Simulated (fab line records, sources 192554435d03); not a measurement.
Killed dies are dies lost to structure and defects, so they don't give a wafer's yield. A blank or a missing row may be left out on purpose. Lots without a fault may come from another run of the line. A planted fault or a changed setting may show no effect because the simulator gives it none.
Which tool did it? | flow n5_finfet | 10 lots, 30 wafers sampled, at 4 steps of a route of 1938

WHAT THE GAUGES READ, wafer by wafer
N5_BEOL_M8_CD_MEAS_11: target cd 38.5 nm. Usual: cd_nm 38.3 nm, standard deviation 0.51.
lot  | measured     | on        | cd_nm (nm)     | flag
L134 | day 9 21:52  | cd_sem-03 | 38.7 39.1 39.1 |
L132 | day 9 21:58  | cd_sem-01 | 38.7 38.6 38.6 |
L135 | day 10 06:10 | cd_sem-03 | 38.2 37.9 38.4 |
L137 | day 11 06:22 | cd_sem-02 | 37.7 37.9 38.5 |
L146 | day 13 02:21 | cd_sem-03 | 39.1 39.7 38.6 |
L147 | day 13 10:30 | cd_sem-03 | 39.2 38.1 38.0 |
L149 | day 13 17:50 | cd_sem-02 | 37.4 38.2 38.3 |
L150 | day 14 00:10 | cd_sem-02 | 38.7 39.0 38.2 |
L153 | day 14 14:47 | cd_sem-02 | 38.3 37.7 38.1 |
L155 | day 15 11:40 | cd_sem-02 | 38.8 38.9 38.3 |

N5_BEOL_M8_OVL_MEAS_29. Usual: V7_OVL 0.0 nm, standard deviation 0.77.
lot  | measured     | on         | V7_OVL (nm)    | flag
L134 | day 9 23:37  | overlay-01 | 0.1 0.1 0.7    |
L132 | day 9 23:26  | overlay-02 | -0.7 -0.5 -1.2 |
L135 | day 10 11:52 | overlay-02 | -0.3 -0.4 0.0  |
L137 | day 11 08:43 | overlay-02 | -0.1 -0.4 -0.8 |
L146 | day 13 04:10 | overlay-01 | 4.6 4.4 4.2    | OFF
L147 | day 13 11:41 | overlay-02 | 3.2 3.7 4.2    | OFF
L149 | day 13 21:10 | overlay-02 | 0.1 0.9 0.3    |
L150 | day 14 02:23 | overlay-01 | 0.6 0.7 0.0    |
L153 | day 14 18:29 | overlay-01 | -0.2 0.6 -0.3  |
L155 | day 15 14:47 | overlay-02 | 0.2 1.4 -0.2   |

WHICH TOOL RAN EACH LOT (tool, then ch and the chambers of the sampled wafers, then the start)
lot  | N5_BEOL_M8_HM_DEP_02         | N5_BEOL_M8_EXPOSE_25
L134 | pvd_sputter-01, day 9 21:23  | euv_scanner-02 ch 0, day 9 23:26
L132 | pvd_sputter-03, day 9 21:34  | euv_scanner-01 ch 0, day 9 23:17
L135 | pvd_sputter-03, day 10 05:47 | euv_scanner-01 ch 0, day 10 11:38
L137 | pvd_sputter-01, day 11 05:52 | euv_scanner-02 ch 0, day 11 08:34
L146 | pvd_sputter-01, day 13 01:50 | euv_scanner-01 ch 0, day 13 04:00
L147 | pvd_sputter-03, day 13 10:00 | euv_scanner-01 ch 0, day 13 11:31
L149 | pvd_sputter-03, day 13 17:20 | euv_scanner-02 ch 0, day 13 21:00
L150 | pvd_sputter-03, day 13 23:40 | euv_scanner-02 ch 0, day 14 02:14
L153 | pvd_sputter-03, day 14 14:25 | euv_scanner-02 ch 0, day 14 18:20
L155 | pvd_sputter-02, day 15 11:17 | euv_scanner-02 ch 0, day 15 14:38
- N5_BEOL_M8_HM_DEP_02: deposits TiN, target thk 20 nm.
- N5_BEOL_M8_EXPOSE_25: exposes mask V7, target cd 40 nm.

WHAT THE TOOLS THEMSELVES READ (means of the sampled wafers that have a number; where no wafer has one, the mark that the record gives instead)
N5_BEOL_M8_HM_DEP_02. Usual: substrate_temp_c 25.00 C, standard deviation 0.1; throttle_valve_pct 29.4 %, standard deviation 1.1.
lot  | tool           | substrate_temp_c (C) | throttle_valve_pct (%) | flag
L134 | pvd_sputter-01 | 25.15                | 28.2                   |
L132 | pvd_sputter-03 | 25.03                | 28.9                   |
L135 | pvd_sputter-03 | 25.00                | 28.5                   |
L137 | pvd_sputter-01 | 25.03                | 28.9                   |
L146 | pvd_sputter-01 | 25.04                | 29.7                   |
L147 | pvd_sputter-03 | 25.03                | 29.1                   |
L149 | pvd_sputter-03 | 25.01                | 29.7                   |
L150 | pvd_sputter-03 | 25.10                | 29.1                   |
L153 | pvd_sputter-03 | 24.99                | 29.0                   |
L155 | pvd_sputter-02 | 25.06                | 30.3                   |

N5_BEOL_M8_EXPOSE_25. Usual: reticle_temp_C 22.94 C, standard deviation 0.11.
lot  | tool           | reticle_temp_C (C) | flag
L134 | euv_scanner-02 | 22.95              |
L132 | euv_scanner-01 | 22.89              |
L135 | euv_scanner-01 | 23.03              |
L137 | euv_scanner-02 | 22.91              |
L146 | euv_scanner-01 | 22.81              |
L147 | euv_scanner-01 | 22.96              |
L149 | euv_scanner-02 | 22.87              |
L150 | euv_scanner-02 | 23.06              |
L153 | euv_scanner-02 | 22.77              |
L155 | euv_scanner-02 | 22.96              |

THE ANSWER, worked out from the rows above alone
Rule: a lot is off if the mean of its wafers that have a number lies more than 3 standard deviations from the usual mean. A lot without any number at a reading at which 4 lots or more have one is off too. The other lots that the step has rows for count as sound. The gauges are gone through in route order, then the tools' own readings, and for those a lot's mean is taken as printed above. The first step at which some lot is off is used, and at that step the reading that is off furthest; a lot without a number counts as furthest.
Off: L146, L147, at N5_BEOL_M8_OVL_MEAS_29 (V7_OVL).
A tool fits if, at a process step before that reading, it ran every lot that is off, and no sound lot after the first of them. The gauges at N5_BEOL_M8_OVL_MEAS_29 are tried like those tools. One fits: euv_scanner-01 at N5_BEOL_M8_EXPOSE_25. Its last sound lot is L135 (day 10 11:38), its first lot that is off L146 (day 13 04:00): a fault that began between those two fits.

WHAT THE SIMULATOR HAD PUT IN
Scanner matching overlay: euv_scanner-01, from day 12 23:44 on, at N5_BEOL_M8_EXPOSE_25. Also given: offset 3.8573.
Lots struck among those shown: L146, L147. The rule above found the same.
